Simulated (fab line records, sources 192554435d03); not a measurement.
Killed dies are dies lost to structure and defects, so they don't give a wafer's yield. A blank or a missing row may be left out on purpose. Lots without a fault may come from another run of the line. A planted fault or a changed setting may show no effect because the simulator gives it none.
One fault seen from 2 desks | flow n5_finfet | each desk has only its own numbers; what lay behind them comes last

THE METROLOGY DESK
What the gauges read, lot by lot, whatever tool the lot ran on: means of the sampled wafers that have a number. A lot is out of limits, marked OUT, if its mean lies more than 4 standard deviations from the usual mean; the brackets give that distance. Of its 11 readings 7 are shown: the one that was out of limits first, and those that lie furthest out on some lot.
Columns: A = cd_nm at N5_FIN_SAQP_CD_MEAS_27, usual 20.31 nm; B = IOFF_N at N5_BEOL_M4_RC_MEAS_101, usual 0.16 nA/um; C = IOFF_P at N5_BEOL_M4_RC_MEAS_101, usual 0.21 nA/um; D = ION_N at N5_BEOL_M4_RC_MEAS_101, usual 673 uA/um; E = ION_P at N5_BEOL_M4_RC_MEAS_101, usual 462 uA/um; F = VT_N at N5_BEOL_M4_RC_MEAS_101, usual 250 mV; G = VT_P at N5_BEOL_M4_RC_MEAS_101, usual -251 mV
lot  | first seen here | A                | B    | C    | D   | E   | F   | G
L779 | day 2 06:56     | 20.31            | 0.17 | 0.22 | 672 | 457 | 247 | -250
L780 | day 2 11:53     | 20.24            | 0.16 | 0.22 | 674 | 472 | 250 | -249
L781 | day 2 18:07     | 20.23            | 0.25 | 0.31 | 699 | 475 | 241 | -244
L784 | day 3 11:23     | 21.49 (+5.3) OUT | 0.16 | 0.20 | 672 | 455 | 251 | -252
L787 | day 4 06:02     | 22.21 (+8.6) OUT | 0.19 | 0.24 | 695 | 468 | 248 | -246
L794 | day 6 00:07     | 20.49            | 0.11 | 0.15 | 655 | 446 | 256 | -255
L797 | day 6 17:37     | 20.24            | 0.15 | 0.20 | 671 | 461 | 248 | -252
L798 | day 7 00:41     | 20.49            | 0.14 | 0.19 | 671 | 458 | 252 | -252
L801 | day 7 18:22     | 20.32            | 0.14 | 0.16 | 668 | 452 | 253 | -258
This desk's finding: out of limits on L784, L787; first on L784, day 3 11:23 (cd_nm at N5_FIN_SAQP_CD_MEAS_27). In limits: L779, L780, L781, L794, L797, L798, L801.

THE TOOL OWNER'S DESK: ald_sin-01
The tool's own readings at N5_FIN_SAQP_SPACER1_ALD_24 (deposits SiO2, target thk 20.3 nm, pulse time 1 s, purge time 2 s): means of the sampled wafers that have a number, for each lot that ran on this tool. A lot is out of limits, marked OUT, if its mean lies more than 4 standard deviations from the usual mean; the brackets give that distance.
Columns: A = heater_power_w at N5_FIN_SAQP_SPACER1_ALD_24, usual 464 W; B = precursor_pulse_height_rel at N5_FIN_SAQP_SPACER1_ALD_24, usual 1.002
lot  | first seen here | A   | B
L781 | day 2 17:11     | 496 | 0.987
L784 | day 3 10:28     | 449 | 1.003
L787 | day 4 05:07     | 490 | 1.021
L797 | day 6 16:42     | 450 | 1.006
This desk's finding: nothing out of limits on any of the 4 lots.

PUT TOGETHER
The metrology desk could have raised an alarm at day 3 11:23, on L784, L787.
The tool owner's desk saw nothing out of limits.
The tool owner's desk has L784, L787 on record, within its limits.
Of the lots named, all ran N5_FIN_SAQP_SPACER1_ALD_24 on ald_sin-01.

WHAT THE SIMULATOR HAD PUT IN
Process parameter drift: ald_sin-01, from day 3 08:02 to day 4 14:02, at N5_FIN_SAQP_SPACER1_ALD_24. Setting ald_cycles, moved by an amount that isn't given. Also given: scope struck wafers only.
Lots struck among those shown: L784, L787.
Hours from the fault's start to each desk's first reading out of limits: the metrology desk, 3.
